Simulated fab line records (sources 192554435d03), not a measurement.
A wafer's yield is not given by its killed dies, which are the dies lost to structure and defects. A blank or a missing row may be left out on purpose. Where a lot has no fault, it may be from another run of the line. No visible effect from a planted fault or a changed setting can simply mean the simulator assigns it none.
Chamber matching    flow n5 finfet    3 sister chambers for N5_BEOL_M6_CURE_75 on uv cure-03
The step cures SiCOH lowk, time 120 s. 36 wafers are shown with their chamber, then 12 later ones without.

== WAFERS WITH THEIR CHAMBER ==
wafer   chamber  wafer_temp_C_max  lamp power pct (%)
L074.1  2        371.2             52.29
L074.2  2        371.8             52.31
L074.4  2        371.1             52.30
L074.3  2        371.3             52.40
L074.5  2        371.2             52.39
L074.6  2        370.7             52.30
L082.1  2        371.1             52.28
L082.2  2        370.8             52.20
L082.6  2        370.9             52.32
L082.3  2        371.2             52.25
L082.4  2        371.2             52.35
L082.5  2        371.0             52.38
L085.1  0        371.3             52.35
L085.3  0        371.4             52.34
L085.6  0        372.1             52.36
L091.1  0        371.5             52.36
L091.4  0        371.8             52.45
L091.6  0        371.5             52.25
L092.1  2        370.8             52.29
L092.4  2        371.0             52.33
L092.5  2        370.6             52.20
L092.2  2        371.0             52.42
L092.3  2        371.0             52.25
L092.6  2        371.0             52.39
L090.1  1        371.4             52.25
L090.3  1        370.9             52.29
L090.5  1        371.4             52.34
L090.2  1        370.7             52.41
L090.4  1        370.9             52.41
L090.6  1        370.9             52.33
L093.1  2        371.5             52.30
L093.2  2        371.2             52.41
L093.3  2        371.3             52.24
L093.4  2        371.1             52.31
L093.5  2        370.8             52.27
L093.6  2        371.1             52.35

SIGNATURES (averages over the wafers above)
reading           chamber 0  chamber 1  chamber 2  scatter within a chamber
wafer_temp_C_max  371.600    371.033    371.079    0.27
lamp power pct    52.3517    52.3383    52.3137    0.0632
Rule: for each reading, subtract the chamber's mean from the wafer's reading, divide by that reading's scatter and square the result; add these up over the readings and take the root, which gives the wafer's distance from the chamber. If the next closest chamber is less than 2 further off than the closest, the wafer can't be placed; otherwise it belongs to the closest. The scatter: the root of (the sum of the squares of (reading less its chamber's mean) over the shown wafers, divided by (wafers less chambers)).

== WAFERS WITHOUT THEIR CHAMBER ==
wafer   wafer_temp_C_max  lamp power pct (%)
L095.1  371.1             52.27
L095.4  371.4             52.34
L095.6  371.7             52.34
L096.1  371.3             52.29
L096.3  371.4             52.32
L096.4  371.8             52.30
L097.1  371.7             52.36
L097.3  372.0             52.33
L097.6  371.8             52.37
L097.2  371.7             52.33
L097.4  371.7             52.24
L097.5  371.5             52.29

== CHAMBER TAKEN BY EACH ==
wafer   from the rows above           in truth
L095.1  can't be placed: 2 or 1 or 0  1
L095.4  can't be placed: 0 or 2 or 1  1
L095.6  can't be placed: 0 or 2       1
L096.1  can't be placed: 2 or 1 or 0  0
L096.3  can't be placed: 0 or 2 or 1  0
L096.4  can't be placed: 0 or 2 or 1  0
L097.1  0                             0
L097.3  can't be placed: 0 or 2       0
L097.6  0                             0
L097.2  can't be placed: 0 or 2 or 1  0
L097.4  can't be placed: 0 or 2 or 1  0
L097.5  can't be placed: 0 or 2 or 1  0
Correct placement for 2 of the 12. Cannot be placed on the basis of these rows: 10; the candidates contain the true chamber in 9. Number placed wrongly: 0.
